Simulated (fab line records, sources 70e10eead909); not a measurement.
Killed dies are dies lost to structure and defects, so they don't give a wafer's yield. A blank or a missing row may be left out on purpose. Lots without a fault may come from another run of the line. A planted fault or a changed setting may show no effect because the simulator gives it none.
Chamber matching | flow nand_harc | NHARC_A_SGD_CUT_DEP_00 on pecvd-04: 3 sister chambers
The step deposits SiNx, target thk 50 nm. 6 wafers are shown with their chamber, then 7 later ones without.

WAFERS WITH THEIR CHAMBER
wafer  | chamber | heater_power_w (W) | susceptor_temp_C (C)
L077.6 | 1       | 1006               | 400.02
L080.2 | 1       | 971                | 399.99
L080.4 | 0       | 606                | 400.09
L080.6 | 2       | 643                | 399.70
L083.1 | 0       | 620                | 399.70
L083.3 | 2       | 645                | 400.10

WAFERS WITHOUT THEIR CHAMBER
wafer  | heater_power_w (W) | susceptor_temp_C (C)
L083.6 | 943                | 399.96
L095.1 | 539                | 399.58
L095.2 | 988                | 399.84
L095.6 | 631                | 399.72
L097.1 | 548                | 400.42
L097.3 | 641                | 399.95
L097.6 | 551                | 400.61

WHICH CHAMBER EACH WENT THROUGH
wafer  | from the rows above     | in truth
L083.6 | 1                       | 1
L095.1 | can't be placed: 0 or 2 | 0
L095.2 | 1                       | 1
L095.6 | can't be placed: 2 or 0 | 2
L097.1 | can't be placed: 0 or 2 | 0
L097.3 | can't be placed: 2 or 0 | 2
L097.6 | can't be placed: 0 or 2 | 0
Placed correctly: 2 of 7. Can't be placed from these rows: 5 (the true chamber is among the candidates in 5). Placed wrongly: 0.
How it was worked out, from the rows above alone: a wafer's distance from a chamber is the root of the sum, over the readings, of the square of ((its reading less the chamber's mean) divided by the reading's scatter). The wafer belongs to the nearest chamber; if the next one is less than 2 further off, it can't be placed. A chamber's mean is the mean of its shown wafers. The scatter: the root of (the sum of the squares of (reading less its chamber's mean) over the shown wafers, divided by (wafers less chambers)).
